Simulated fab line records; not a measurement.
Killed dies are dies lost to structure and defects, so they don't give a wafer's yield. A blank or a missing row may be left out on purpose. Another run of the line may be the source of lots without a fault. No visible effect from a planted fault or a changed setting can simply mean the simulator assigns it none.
What tool caused it?    flow nand harc    15 lots, 45 wafers sampled, at 1 step of a route of 1302

== WHAT THE GAUGES READ, wafer by wafer ==
NHARC_P_M1_CD_MEAS_09: target cd 130 nm.
lot   measured      on         cd nm (nm)
L183  day 6 20:34   cd sem-02  130.6 129.9 130.4
L182  day 6 21:02   cd sem-03  130.7 130.2 129.9
L186  day 8 01:55   cd sem-02  129.4 129.7 130.7
L187  day 8 16:22   cd sem-02  130.1 129.8 130.3
L188  day 9 08:29   cd sem-02  129.8 130.6 129.0
L189  day 9 19:46   cd sem-03  129.9 129.7 130.2
L190  day 10 00:32  cd sem-02  130.4 130.4 130.2
L192  day 10 15:13  cd sem-02  130.2 130.6 130.5
L191  day 10 17:12  cd sem-03  130.3 130.0 130.3
L193  day 11 03:10  cd sem-02  130.3 130.1 130.7
L194  day 11 12:49  cd sem-01  130.2 130.3 131.0
L197  day 12 20:59  cd sem-02  130.2 130.0 130.1
L198  day 13 11:28  cd sem-03  130.2 129.4 129.5
L199  day 13 13:03  cd sem-03  129.6 129.4 129.0
L201  day 14 17:01  cd sem-03  130.3 130.0 130.4

== TOOL THAT RAN EACH LOT (tool first, then ch and the chambers of the sampled wafers, then the start) ==
There is no process step in the record ahead of these readings.

== AS READ BY THE TOOLS THEMSELVES (means over the sampled wafers that have a number; for cases with no such wafer, the mark the record gives instead) ==
The record holds no such reading with a usual standard deviation.

== THE ANSWER, worked out from the rows above alone ==
Rule: what is usual is taken from the lots themselves. The widest of any qualifying gaps counts: lots, ordered by their means at a reading, are off when they make up no more than a third of the lots, leave a main group of 4 or more, and stand apart from it by 3 or more times the standard deviation of that group's means. Not used: any main group whose means are identical at the precision the tables above print for the reading. A lot without any number at a reading at which 4 lots or more have one is off too. All remaining lots with rows at the step are treated as sound. After the gauges, taken in route order, come the tools' own readings; for these a lot's mean is taken, as printed above. At the first step where some lot is off, the reading lying furthest off is the one used; lots without a number count as furthest.
No lot is off on any of the readings shown, so nothing can be concluded from this.

== WHAT HAD BEEN PUT IN BY THE SIMULATOR ==
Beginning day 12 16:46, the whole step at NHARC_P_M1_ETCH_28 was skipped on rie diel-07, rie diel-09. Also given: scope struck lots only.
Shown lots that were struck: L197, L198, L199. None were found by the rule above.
